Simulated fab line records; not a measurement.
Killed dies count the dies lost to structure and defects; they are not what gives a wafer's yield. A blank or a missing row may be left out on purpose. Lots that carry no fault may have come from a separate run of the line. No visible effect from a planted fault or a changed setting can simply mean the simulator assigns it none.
fab line records    flow n5-finfet
[record] lots = 10  wafers = 30  last-day = 17
route steps=1938 shown BEOL_M10@1484 PASSIVATION@1936
lots untouched by any fault: they come from a run of this same line in which no faults occurred
start-h: the number of hours between the record's first day and the start of the first shown wafer of the lot    wait-h: time in hours since the lot's previous step    " repeats the value in the row above    L1.1+2: a row that stands for several wafers    - either no value or no given start    * or withheld: withheld    < > ~ a bound
route shown NAME@n: NAME is a module with steps in the file, n the number in the route of the first one    usual: mean/standard deviation of fault-free wafers    same: alike in all rows    chamber/n: place in a boat    sites: each site's reading    _std_site: the standard deviation of these    _edge_site: mean of outer sites minus mean of inner sites    radius-mm: for every site, how far away it sits from the centre of the wafer    mask NAME#n: copy n    behind: the last tool/chamber to shape the wafer    hold: reason for holding the lot/hours on hold/outcome of the hold    device: the transistor (n, p or np) that didn't switch    end of line: the route-end tests of the same wafers    a step with no rows: only its recipe    killed: not the wafer's yield, but the dies lost to structure and defects at the first sort    map: a wafer's dies, x killed, . not, _ none there
set.NAME: the setting that was run; set.NAME@STEP: the one run at that earlier step    model.NAME: the simulator's own value behind a step, which no gauge read
a sample of lots followed through the steps of the route, with each step as a table and each wafer as a row
services: from which hour (start-h, from the record's first day; less than 0 if before it) a tool's chamber was out of use, for how many hours, and why
[[steps]]
[step N5_BEOL_M10_OVL_MEAS_12]
[recipe] points-per-wafer = 44
[usual] M10_OVL = 0.5/0.67
lot.wafer  tool        chamber  start-h  wait-h  M10_OVL[nm]
L344.3     overlay-02  0        220.17   0.0     0.5
L344.4     "           0        "        "       1.1
L344.5     "           0        "        "       0.4
L345.2     overlay-01  0        224.87   0.0     0.5
L345.5     "           0        "        "       1.0
L345.6     "           0        "        "       0.4
L346.1     overlay-01  0        225.94   0.0     -0.4
L346.4     "           0        "        "       -0.5
L346.5     "           0        "        "       -0.3
L347.2     overlay-01  0        232.03   0.0     0.6
L347.5     "           0        "        "       0.8
L347.6     "           0        "        "       0.4
L349.2     overlay-01  0        245.23   0.0     -0.1
L349.3     "           0        "        "       1.3
L349.4     "           0        "        "       0.6
L351.2     overlay-01  0        266.25   0.0     0.0
L351.3     "           0        "        "       1.1
L351.4     "           0        "        "       0.8
L360.2     overlay-01  0        310.25   0.0     0.1
L360.5     "           0        "        "       0.7
L360.6     "           0        "        "       -0.4
L361.1     overlay-02  0        332.69   0.0     0.3
L361.2     "           0        "        "       0.5
L361.4     "           0        "        "       0.7
L365.2     overlay-01  0        347.98   0.0     0.8
L365.4     "           0        "        "       0.2
L365.6     "           0        "        "       0.9
L366.4     overlay-01  0        350.02   0.0     0.4
L366.5     "           0        "        "       0.4
L366.6     "           0        "        "       1.3
[step N5_BEOL_M10_HM_OPEN_17]
[recipe] chemistry = Cl2/BCl3  target-depth-a = 200  overetch-a = 60  target = TiN  mask-material = SOC  ion-energy-ev = 150  pressure-mtorr = 10  icp-w = 1000  bias-w = 126  Cl2_flow_sccm = 53.25  bcl3-flow-sccm = 21.75  Ar_flow_sccm = 25
[usual] drypump-motor-current-A = 5.7/0.53  oes_ar_750_au = 0.77/0.12  oes-product-au = 0.67/0.11  throttle-valve-pct = 22.07/0.21
lot.wafer  tool          chamber  start-h  wait-h  drypump-motor-current-A  oes_ar_750_au  oes-product-au  rf-hours-counter-h  throttle-valve-pct
L344.3     rie-metal-03  0        220.55   0.1     5.4                      0.64           0.55            -                   22.44
L344.4     "             1        "        "       5.7                      0.60           0.52            -                   22.34
L344.5     "             1        "        "       5.7                      0.60           0.52            -                   22.34
L345.2     rie-metal-02  0        225.20   0.0     5.6                      0.62           0.53            123                 21.90
L345.5     "             0        "        "       5.6                      0.62           0.53            -                   21.92
L345.6     "             1        "        "       5.3                      0.82           0.69            -                   22.05
L346.1     rie-metal-01  0        226.27   0.0     6.8                      0.78           0.67            36                  21.83
L346.4     "             0        "        "       6.8                      0.78           0.68            -                   21.81
L346.5     "             0        "        "       6.8                      0.78           0.68            -                   21.85
L347.2     rie-metal-03  1        232.61   0.0     5.7                      0.59           0.52            131                 22.34
L347.5     "             1        "        "       5.7                      0.60           0.52            -                   22.33
L347.6     "             0        "        "       5.4                      0.62           0.54            -                   22.42
L349.2     rie-metal-01  0        245.56   0.0     6.8                      0.78           0.67            38                  21.85
L349.3     "             0        "        "       6.8                      0.77           0.67            -                   21.85
L349.4     "             1        "        "       5.2                      0.96           0.85            -                   22.07
L351.2     rie-metal-01  0        266.59   0.0     6.8                      0.77           0.66            40                  21.84
L351.3     "             0        "        "       6.8                      0.77           0.67            -                   21.85
L351.4     "             1        "        "       5.2                      0.93           0.81            -                   22.08
L360.2     rie-metal-03  1        310.58   0.0     5.7                      0.87           0.75            6                   22.01
L360.5     "             0        "        "       5.4                      0.61           0.54            -                   22.49
L360.6     "             1        "        "       5.7                      0.87           0.77            -                   22.00
L361.1     rie-metal-03  1        333.23   0.0     5.7                      0.87           0.75            7                   22.03
L361.2     "             1        "        "       5.7                      0.86           0.76            -                   21.99
L361.4     "             1        "        "       5.7                      0.87           0.75            -                   22.01
L365.2     rie-metal-01  1        348.31   0.0     5.2                      0.88           0.77            10                  22.10
L365.4     "             0        "        "       6.8                      0.75           0.65            -                   21.86
L365.6     "             1        "        "       5.2                      0.88           0.77            -                   22.09
L366.4     rie-metal-03  0        350.37   0.1     5.5                      0.94           0.82            -                   22.04
L366.5     "             1        "        "       5.7                      0.85           0.74            -                   22.02
L366.6     "             0        "        "       5.4                      0.94           0.82            -                   22.04
[step N5_BEOL_M10_STRIP_19]
[recipe] chemistry = O2  power-w = 400  temp-c = 40  pressure-mtorr = 30  rf-frequency-hz = 6e+07  bias-power-w = 0  overash-fraction = 0.2  o2-flow-sccm = 225
[usual] drypump-motor-current-A = 5.9/0.35  oes-product-au = 0.83/0.073  rf-vpp-V = 3.7/0.64  showerhead-plenum-p-Torr = 2.10/0.077  temp-c = 39.99/0.1  throttle-valve-pct = 16.62/0.22
lot.wafer  tool         chamber  start-h  wait-h  drypump-motor-current-A  oes-product-au  rf-hours-counter-h  rf-vpp-V  showerhead-plenum-p-Torr  temp-c  throttle-valve-pct
L344.3     rie-diel-05  3        220.80   0.2     5.7                      0.92            27                  3.9       2.06                      39.87   16.56
L344.4     "            2        "        "       6.0                      0.68            243                 4.3       2.15                      39.99   17.06
L344.5     "            2        "        "       6.0                      0.68            -                   3.3       2.15                      39.92   17.09
L345.2     rie-diel-05  1        225.34   0.1     5.5                      0.95            15                  3.9       2.05                      39.88   16.41
L345.5     "            2        "        "       6.0                      0.68            -                   4.3       2.15                      39.83   17.06
L345.6     "            1        "        "       5.5                      0.96            -                   3.7       2.05                      39.95   16.38
L346.1     rie-diel-06  1        226.47   0.2     5.2                      0.72            218                 3.7       2.16                      39.97   17.04
L346.4     "            0        "        "       5.7                      0.93            20                  3.6       2.23                      40.09   16.54
L346.5     "            3        "        "       5.6                      0.96            -                   3.1       2.06                      40.02   16.52
L347.2     rie-diel-05  2        232.72   0.1     6.0                      0.68            247                 3.9       2.14                      40.06   17.06
L347.5     "            0        "        "       5.8                      0.82            -                   3.7       2.21                      40.08   17.00
L347.6     "            3        "        "       5.7                      0.91            -                   3.8       2.06                      39.82   16.56
L349.2     rie-diel-02  2        245.67   0.1     5.7                      0.74            158                 3.2       2.01                      39.91   16.95
L349.3     "            1        "        "       5.6                      0.89            33                  4.3       2.05                      39.79   16.41
L349.4     "            0        "        "       6.1                      0.88            37                  3.3       2.04                      40.03   16.40
L351.2     rie-diel-02  1        266.70   0.1     5.6                      0.87            39                  3.5       2.05                      40.12   16.45
L351.3     "            3        "        "       6.5                      0.75            129                 3.1       2.20                      39.90   16.57
L351.4     "            2        "        "       5.7                      0.73            165                 3.9       2.00                      40.03   16.94
L360.2     rie-diel-05  3        310.70   0.1     5.7                      0.85            61                  3.7       2.05                      40.06   16.64
L360.5     "            3        "        "       5.7                      0.85            -                   4.3       2.05                      39.81   16.60
L360.6     "            2        "        "       6.0                      0.90            -                   3.8       2.14                      40.14   16.65
L361.1     rie-diel-06  3        333.47   0.2     5.6                      0.86            46                  3.6       2.04                      39.86   16.62
L361.2     "            2        "        "       6.3                      0.85            68                  4.0       2.21                      40.01   16.35
L361.4     "            0        "        "       5.7                      0.86            -                   4.1       2.21                      39.92   16.60
L365.2     rie-diel-02  3        348.42   0.1     6.6                      0.71            160                 3.5       2.18                      39.91   16.63
L365.4     "            0        "        "       6.1                      0.83            73                  4.2       2.03                      39.88   16.49
L365.6     "            1        "        "       5.6                      0.83            -                   3.5       2.04                      39.93   16.47
L366.4     rie-diel-02  1        350.45   0.1     5.6                      0.83            70                  3.4       2.04                      40.00   16.50
L366.5     "            0        "        "       6.1                      0.83            -                   3.9       2.03                      40.13   16.47
L366.6     "            3        "        "       6.6                      0.72            -                   4.3       2.18                      40.12   16.61
[step N5_BEOL_M10_INSPECT_30]
[recipe] mode = adi  inspect-instrument = brightfield
[usual] raw-defect-count = 409/100
lot.wafer  tool               chamber  start-h  wait-h  raw-defect-count
L344.3     defect-inspect-01  -        221.34   0.0     325
L344.4     "                  -        "        "       364
L344.5     "                  -        "        "       691
L345.2     defect-inspect-01  -        227.57   0.0     400
L345.5     "                  -        "        "       481
L345.6     "                  -        "        "       455
L346.1     defect-inspect-01  -        227.74   0.0     606
L346.4     "                  -        "        "       521
L346.5     "                  -        "        "       514
L347.2     defect-inspect-02  -        235.26   0.0     296
L347.5     "                  -        "        "       351
L347.6     "                  -        "        "       307
L349.2     defect-inspect-02  -        246.21   0.0     448
L349.3     "                  -        "        "       319
L349.4     "                  -        "        "       323
L351.2     defect-inspect-01  -        267.23   0.0     871
L351.3     "                  -        "        "       762
L351.4     "                  -        "        "       385
L360.2     defect-inspect-02  -        311.24   0.0     351
L360.5     "                  -        "        "       370
L360.6     "                  -        "        "       335
L361.1     defect-inspect-01  -        334.16   0.0     327
L361.2     "                  -        "        "       362
L361.4     "                  -        "        "       384
L365.2     defect-inspect-02  -        348.96   0.0     425
L365.4     "                  -        "        "       366
L365.6     "                  -        "        "       510
L366.4     defect-inspect-01  -        351.42   0.0     508
L366.5     "                  -        "        "       295
L366.6     "                  -        "        "       416
[step N5_BEOL_M10_ETCH_65]
[recipe] chemistry = CF4  target = SiARC  target-depth-a = 390  mask-material = CAR-ArF  time-s = 65  ion-energy-ev = 80  pressure-mtorr = 40  source-w = 545  bias-w = 36  Ar_flow_sccm = 100  cf4-flow-sccm = 100  ends = cleared
[usual] drypump-motor-current-A = 5.8/0.34  etch-rf-on-time-s = 64.6/0.82  oes-product-au = 0.73/0.059  rf-vpp-V = 184.3/1.1  showerhead-plenum-p-Torr = 2.16/0.077  throttle-valve-pct = 15.56/0.22
lot.wafer  tool         chamber  start-h  wait-h  drypump-motor-current-A  etch-rf-on-time-s  oes-product-au  rf-hours-counter-h  rf-vpp-V  showerhead-plenum-p-Torr  throttle-valve-pct
L344.3     rie-diel-06  0        221.41   0.0     5.7                      64.6               0.80            18                  186.7     2.27                      15.48
L344.4     "            3        "        "       5.6                      63.7               0.81            4                   183.9     2.10                      15.44
L344.5     "            1        "        "       5.2                      64.1               0.61            -                   185.1     2.21                      16.05
L345.2     rie-diel-02  0        227.88   0.0     6.1                      64.9               0.76            29                  183.0     2.09                      15.35
L345.5     "            3        "        "       6.5                      64.5               0.65            -                   185.5     2.25                      15.48
L345.6     "            0        "        "       6.1                      64.7               0.77            -                   183.4     2.09                      15.33
L346.1     rie-diel-06  2        228.35   0.0     6.3                      66.5               0.76            32                  185.3     2.27                      15.27
L346.4     "            0        "        "       5.7                      65.1               0.79            20                  184.2     2.27                      15.49
L346.5     "            0        "        "       5.7                      65.3               0.79            -                   185.4     2.27                      15.48
L347.2     rie-diel-05  0        235.33   0.0     5.8                      64.0               0.71            75                  186.2     2.25                      15.93
L347.5     "            2        "        "       6.0                      65.3               0.58            -                   185.6     2.19                      16.04
L347.6     "            3        "        "       5.7                      64.0               0.78            -                   183.9     2.10                      15.45
L349.2     rie-diel-06  2        246.28   0.0     6.3                      65.5               0.74            39                  184.0     2.27                      15.27
L349.3     "            0        "        "       5.7                      63.9               0.79            27                  185.5     2.27                      15.48
L349.4     "            1        "        "       5.2                      63.7               0.61            226                 183.7     2.21                      16.05
L351.2     rie-diel-05  2        267.32   0.0     6.0                      64.0               0.82            2                   185.0     2.19                      15.57
L351.3     "            3        "        "       5.7                      65.6               0.74            45                  184.1     2.09                      15.48
L351.4     "            1        "        "       5.4                      64.1               0.78            32                  182.3     2.10                      15.40
L360.2     rie-diel-05  2        311.68   0.0     6.0                      63.8               0.77            20                  185.0     2.18                      15.58
L360.5     "            3        "        "       5.7                      64.7               0.73            -                   182.9     2.09                      15.52
L360.6     "            2        "        "       6.0                      63.8               0.76            -                   183.5     2.18                      15.59
L361.1     rie-diel-05  3        334.35   0.0     5.7                      65.4               0.71            68                  182.1     2.09                      15.55
L361.2     "            1        "        "       5.5                      63.7               0.75            58                  183.8     2.09                      15.46
L361.4     "            0        "        "       5.7                      64.1               0.68            106                 184.1     2.24                      16.00
L365.2     rie-diel-05  0        349.11   0.0     5.8                      64.8               0.67            108                 184.2     2.24                      15.99
L365.4     "            3        "        "       5.7                      66.1               0.71            73                  183.4     2.08                      15.54
L365.6     "            2        "        "       6.0                      64.7               0.73            -                   185.3     2.18                      15.61
L366.4     rie-diel-05  1        351.48   0.0     5.4                      64.4               0.74            64                  183.6     2.09                      15.47
L366.5     "            0        "        "       5.7                      65.0               0.68            -                   183.3     2.24                      15.99
L366.6     "            1        "        "       5.5                      64.4               0.74            -                   183.3     2.09                      15.45
[step N5_PASSIVATION_PROBE_49]
[usual] defect-limited-yield = 91.1/1.5  killed_at_M0_to_M3 = 36/11  killed_at_M4_up = 13/5  killed-at-contacts = 13/5  killed-at-front-end = 40/12  killed-at-other = 3.3/2.3  killed-dies = 106/17  killed-open = 70/13  killed-short = 34/7.6  sort_bin_5_function = 5.3/0.96  sort_bin_6_memory = 3.3/0.66  sort-n-pass = 1074/17  sort-yield-pct = 91.1/1.5
[same] gross-dies = 1180  killed-at-back-side = 0  sort_bin_4_leakage[%] = 0  sort_bin_8_speed[%] = 0
lot.wafer  tool       chamber  start-h  wait-h  defect-limited-yield[%]  killed_at_M0_to_M3  killed_at_M4_up  killed-at-contacts  killed-at-front-end  killed-at-other  killed-dies  killed-open  killed-short  sort_bin_5_function[%]  sort_bin_6_memory[%]  sort-n-pass  sort-yield-pct[%]
L351.2     prober-02  -        321.55   0.1     80.8                     66                  114              14                  32                   0                226          90           36            13.6                    4.2                   954          80.8
L351.3     prober-02  -        321.60   0.1     82.4                     43                  110              17                  38                   0                208          75           31            10.7                    5.2                   972          82.4
L351.4     prober-02  -        321.65   0.2     88.1                     34                  22               23                  59                   3                141          90           51            7.5                     3.9                   1039         88.1
// killed by level:class
L351.2 BEOL_M10:unspecified=100 MOL_CONTACT_COAG:geometric-particle:open=12 BEOL_M0_SAQP:geometric-particle:open=12 BEOL_M3:geometric-particle:open=11 BEOL_M1:geometric-particle:open=10 BEOL_M0:geometric-particle:open=9 BEOL_M4:geometric-particle:open=9 DUMMY_GATE:geometric-particle:open=8
L351.3 BEOL_M10:unspecified=102 MOL_CONTACT_COAG:geometric-particle:open=15 BEOL_M1:geometric-particle:open=15 FIN_SAQP:geometric-particle:open=8 FIN_SAQP:geometric-particle:short=6 BEOL_M3:geometric-particle:open=6 STI_FIN_REVEAL:geometric-particle:open=5 DUMMY_GATE:geometric-particle:open=5
L351.4 MOL_CONTACT_COAG:geometric-particle:open=14 FIN_SAQP:geometric-particle:open=12 STI_FIN_REVEAL:geometric-particle:open=12 BEOL_M1:geometric-particle:open=12 FIN_SAQP:geometric-particle:short=9 BEOL_M4:geometric-particle:open=9 MOL_CONTACT_COAG:geometric-particle:short=9 GATE_CUT:geometric-particle:short=8
[[services]]
tool          chamber  start-h  hours  kind
rie-metal-01  -        199.62   14.6   pm
rie-diel-05   -        202.85   11.3   repair
rie-diel-02   2        225.20   7.3    repair
rie-metal-03  1        239.36   5.0    repair
rie-diel-05   2        242.36   -      clean
rie-diel-05   2        242.36   -      consumable-replace:focus-ring
rie-metal-03  1        244.78   -      clean
rie-metal-03  1        244.78   18.0   scheduled-down
rie-metal-03  1        244.78   18.0   vent-cycle
rie-metal-02  0        249.36   7.9    repair
rie-metal-01  -        251.04   0.7    repair
rie-diel-06   -        265.39   0.7    repair
rie-diel-06   -        270.83   0.2    repair
rie-diel-02   0        279.12   2.5    repair
rie-diel-06   2        288.40   8.9    repair
rie-diel-06   1        304.37   12.7   repair
rie-diel-02   2        312.47   4.1    repair
rie-metal-03  1        313.58   5.8    repair
rie-metal-03  0        319.38   -      clean
rie-metal-03  0        319.38   15.2   scheduled-down
rie-metal-03  0        319.38   15.2   vent-cycle
rie-metal-01  0        320.72   5.3    repair
rie-diel-05   0        342.72   3.9    repair
rie-metal-03  -        347.60   1.4    pm
[[key]]
[first-sign] step = N5_BEOL_M10_INSPECT_30  reading = raw-defect-count  direction = up  sigmas = 4  usual = 409  struck = 816
[effect] step = N5_PASSIVATION_PROBE_49  reading = killed_at_M4_up  direction = up  sigmas = 20  usual = 13  struck = 112
[more-kills-born-at] N5_BEOL_M10_HM_OPEN_17@rie-metal-01 = 202
met-at N5_BEOL_M10_HM_OPEN_17
struck-lots L351
struck-wafers L351.2,L351.3
not-acting-at N5_BEOL_M10_OVL_MEAS_12,N5_BEOL_M10_STRIP_19,N5_BEOL_M10_ETCH_65
onset-between 245.56 266.59
[fault] kind = chamber-particle-source  tool = rie-metal-01  chamber = 0  onset-h = 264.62  steps = N5_BEOL_M10_HM_OPEN_17  rate-per-visit-cm2 = 0.58519  end-h = 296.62
